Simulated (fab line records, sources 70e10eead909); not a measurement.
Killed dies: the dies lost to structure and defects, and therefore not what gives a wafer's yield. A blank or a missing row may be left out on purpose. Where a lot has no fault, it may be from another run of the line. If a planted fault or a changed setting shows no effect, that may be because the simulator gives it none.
Problem report in the 8D (eight disciplines) form, filled by code | flow nand_harc | the parts of the form that need people (team, actions taken, sign-off) are left out

## 1. PROBLEM STATEMENT
Wafers without a fault read 999 nm, standard deviation 9.7; thk_nm at NHARC_A_ONON_D2_THK_MEAS_21 reads a mean of 1526 nm on 3 wafers belonging to 3 lots. That puts it +54 standard deviations away from the usual mean.
The step: measures by ellipsometry.
Seen first at day 19 14:05 on film_metro-02, wafer L444.3. The record holds 43 wafers of 15 lots with a number at this step. Rule for "out" (also "out of limits"): further than 4 standard deviations from the usual mean. All remaining wafers that have a number are taken as sound.

## 2. WHAT IT IS AND WHAT IT IS NOT
question                    | is                           | is not
which readings at this step | thk_nm                       | -
which lots                  | L444, L446, L447             | L428, L429, L431, L432, L433, L434, L435, L436, L437, L439, L440, L450
which wafers of those lots  | L444.3, L446.6, L447.6       | L444.2, L446.5, L447.1, L447.2
read on which gauges        | film_metro-01, film_metro-02 | -
when                        | from day 19 14:05            | up to then (34 sound wafers); but 6 sound wafers of L446, L447, L450 came after

## 3. THE SUSPECTS, EACH WITH WHAT RULES IT OUT
Counting: if a tool at a process step up to the reading ran every lot that is out, it stays a suspect. Sound lots after the first of them don't rule it out here, since some wafers of a struck lot are sound.
- the gauge at NHARC_A_ONON_D2_THK_MEAS_21 is ruled out. The wafers that are out were read on 2 gauges (film_metro-01, film_metro-02).
- pecvd_onon-04 at NHARC_A_ONON_D2_DEP_19 (target thk 1000 nm): kept. It ran every lot that is out, first L444 (day 19 13:37); its last sound lot up to then is L439 (day 17 07:45).
After counting, what remains is pecvd_onon-04 at NHARC_A_ONON_D2_DEP_19.

## 4. THE CAUSE (what the simulator had put in)
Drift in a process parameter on pecvd_onon-04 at NHARC_A_ONON_D2_DEP_19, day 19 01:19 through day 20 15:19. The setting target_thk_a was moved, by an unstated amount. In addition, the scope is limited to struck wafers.
This tool alone remained once counting was done.

## 5. THE CHAIN OF EFFECTS, in route order
Each row: a reading where the mean over the struck wafers with a number is more than 3 standard deviations away from the usual. Only readings whose record carries a usual standard deviation are examined. hours: median over the lots of the time between each lot's start at the first step of this table that gives one and its start at this step. sigmas: the change, counted in usual standard deviations.
hours | step                        | reading | usual  | on struck wafers | change | sigmas
0     | NHARC_A_ONON_D2_THK_MEAS_21 | thk_nm  | 999 nm | 1526             | +527   | +54

## 6. WHAT WOULD HAVE CAUGHT IT SOONER
Counted from the fault's start at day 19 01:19, it took 13 hours until the first out-of-limits reading at a measuring or inspecting step in this record, taken at day 19 14:05.
Tool readings at NHARC_A_ONON_D2_DEP_19 with a usual standard deviation given in the record: none out on any struck wafer, hence no alarm at a limit of 4 standard deviations on them.
Among the 3 lots that are out, L446, L447 began NHARC_A_ONON_D2_DEP_19 on pecvd_onon-04 after day 19 14:05. A hold on the tool at that time would have spared those 2.
